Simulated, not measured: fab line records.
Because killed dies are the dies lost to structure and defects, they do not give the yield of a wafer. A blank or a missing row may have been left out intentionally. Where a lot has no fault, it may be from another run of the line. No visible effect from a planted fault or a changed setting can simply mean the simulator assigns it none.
fab line records | flow n5-finfet
[record] lots = 7 wafers = 39
route steps=1938 shown HKMG_FIN@402 MOL_CONTACT_COAG@532
start-h: hours from the record's first day to the start of the lot's first wafer shown | wait-h: how many hours have passed since the lot's step before this one | " unchanged from the row above | L1.1+2: a single row standing in for several wafers | - no value present, or no start provided | * or withheld: withheld | < > ~ a bound
route shown NAME@n: a module of which the file shows steps, and the number in the route of the first | usual: the fault-free wafers' mean and standard deviation | same: alike in all rows | chamber/n: place in a boat | sites: each site's reading | _std_site: how widely they spread, as a standard deviation | _edge_site: mean of outer sites minus mean of inner sites | radius-mm: for every site, how far away it sits from the centre of the wafer | mask NAME#n: copy n | behind: tool/chamber where the wafer was last shaped | hold: what put the lot on hold/how long, in hours/how the hold closed | device: whichever transistor did not switch (one of n, p or np) | end of line: the same wafers' tests at the end of the route | where a step has no rows: the recipe by itself | killed: at the first sort, the dies lost to defects and structure; wafer yield is something else | map: shows each die of a wafer: x if killed, . if not, _ if none is there
set.NAME: setting as actually run; set.NAME@STEP: the setting as run at that earlier step | model.NAME: the simulator's own value behind a step, which no gauge read
one table per step and one row per wafer, for lots whose settings were changed on purpose
[[steps]]
[step N5_HKMG_FIN_ETCH_54]
[recipe] chemistry = CF4 target = SiARC target-depth-a = 455 mask-material = CAR-ArF time-s = 75.8 ion-energy-ev = 80 pressure-mtorr = 40 source-w = 545 bias-w = 36 Ar_flow_sccm = 100 cf4-flow-sccm = 100 ends = cleared
[usual] rf-vpp-V = 184.1/1.1
// columns lot.wafer tool chamber start-h wait-h set.bias-w rf-vpp-V
L079.1 rie-diel-03 3 113.30 0.0 36 184.4
L079.2 " 1 " " 36 185.1
L079.3 " 2 " " 36 185.4
L081.1 rie-diel-03 3 120.75 0.0 31.21 167.2
L081.2 " 2 " " 36 182.7
L081.3 " 1 " " 36 184.5
L081.4 " 0 " " 31.21 169.5
L081.5 " 1 " " 31.21 169.1
L081.6 " 2 " " 36 184.0
L087.1 rie-diel-02 1 149.09 0.0 41.22 200.9
L087.2 " 2 " " 36 183.3
L087.3 " 3 " " 41.22 201.0
L087.4 " 0 " " 36 184.4
L087.5 " 3 " " 36 185.9
L087.6 " 0 " " 41.22 201.2
L088.1 rie-diel-06 1 158.64 0.0 36 183.5
L088.2 " 0 " " 36 183.4
L088.3 " 3 " " 36 185.9
L088.4 " 2 " " 36 183.6
L088.5 " 2 " " 36 185.1
L088.6 " 1 " " 36 183.3
L093.1 rie-diel-02 1 187.21 0.0 34.11 177.2
L093.2 " 3 " " 34.11 178.1
L093.3 " 2 " " 36 183.8
L093.4 " 0 " " 36 182.6
L093.5 " 2 " " 34.11 176.6
L093.6 " 3 " " 36 185.2
L094.1 rie-diel-02 3 196.77 0.0 38.37 194.5
L094.2 " 1 " " 36 183.5
L094.3 " 2 " " 36 183.4
L094.4 " 0 " " 36 184.6
L094.5 " 3 " " 38.37 192.1
L094.6 " 2 " " 38.37 191.4
L095.1 rie-diel-02 1 206.99 0.0 36 183.9
L095.2 " 0 " " 42.41 204.5
L095.3 " 3 " " 36 184.1
L095.4 " 2 " " 42.41 204.5
L095.5 " 1 " " 36 181.9
L095.6 " 0 " " 42.41 204.5
[step N5_MOL_CONTACT_COAG_ETCH_106]
[recipe] chemistry = N2/H2 target = SOC target-depth-a = 800 overetch-a = 160 mask-material = SiARC temp-c = 40 time-s = 120 ion-energy-ev = 200 pressure-mtorr = 30 source-w = 840 bias-w = 150 n2-flow-sccm = 200 h2-flow-sccm = 200
[usual] rf-vpp-V = 524.2/2.3
// columns lot.wafer tool chamber start-h wait-h set.source-w rf-vpp-V
L079.1 rie-diel-03 1 129.20 0.0 840 525.9
L079.2 " 0 " " 840 529.7
L079.3 " 3 " " 840 523.9
L081.1 rie-diel-06 2 136.61 0.0 840 520.6
L081.2 " 3 " " 965.3 501.5
L081.3 " 1 " " 840 521.2
L081.4 " 3 " " 840 525.2
L081.5 " 1 " " 965.3 497.0
L081.6 " 2 " " 965.3 497.3
L087.1 rie-diel-02 2 164.79 0.0 840 522.5
L087.2 " 0 " " 840 525.0
L087.3 " 3 " " 840 526.6
L087.4 " 3 " " 840 527.2
L087.5 " 0 " " 840 523.9
L087.6 " 2 " " 840 522.7
L088.1 rie-diel-03 2 174.78 0.0 840 524.2
L088.2 " 0 " " 840 528.7
L088.3 " 3 " " 840 523.6
L088.4 " 1 " " 840 526.3
L088.5 " 2 " " 840 525.8
L088.6 " 3 " " 840 523.5
L093.1 rie-diel-06 0 203.54 0.0 763.3 537.1
L093.2 " 1 " " 840 521.6
L093.3 " 3 " " 763.3 541.9
L093.4 " 2 " " 840 521.2
L093.5 " 1 " " 840 521.4
L093.6 " 2 " " 763.3 538.7
L094.1 rie-diel-03 0 212.99 0.0 840 527.6
L094.2 " 2 " " 840 526.6
L094.3 " 1 " " 715.2 553.4
L094.4 " 3 " " 840 524.4
L094.5 " 0 " " 715.2 554.5
L094.6 " 3 " " 715.2 554.2
L095.1 rie-diel-06 3 224.38 0.0 680.8 562.2
L095.2 " 0 " " 840 522.8
L095.3 " 1 " " 840 520.6
L095.4 " 2 " " 680.8 557.9
L095.5 " 1 " " 680.8 557.7
L095.6 " 2 " " 840 522.1
[[key]]
[split] step = N5_HKMG_FIN_ETCH_54 setting = bias-w stated = 36 by = wafer
[response] step = N5_HKMG_FIN_ETCH_54 reading = rf-vpp-V change = +1.17 per = 1% r = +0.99
[split] step = N5_MOL_CONTACT_COAG_ETCH_106 setting = source-w stated = 840 by = wafer
[response] step = N5_MOL_CONTACT_COAG_ETCH_106 reading = rf-vpp-V change = -1.85 per = 1% r = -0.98
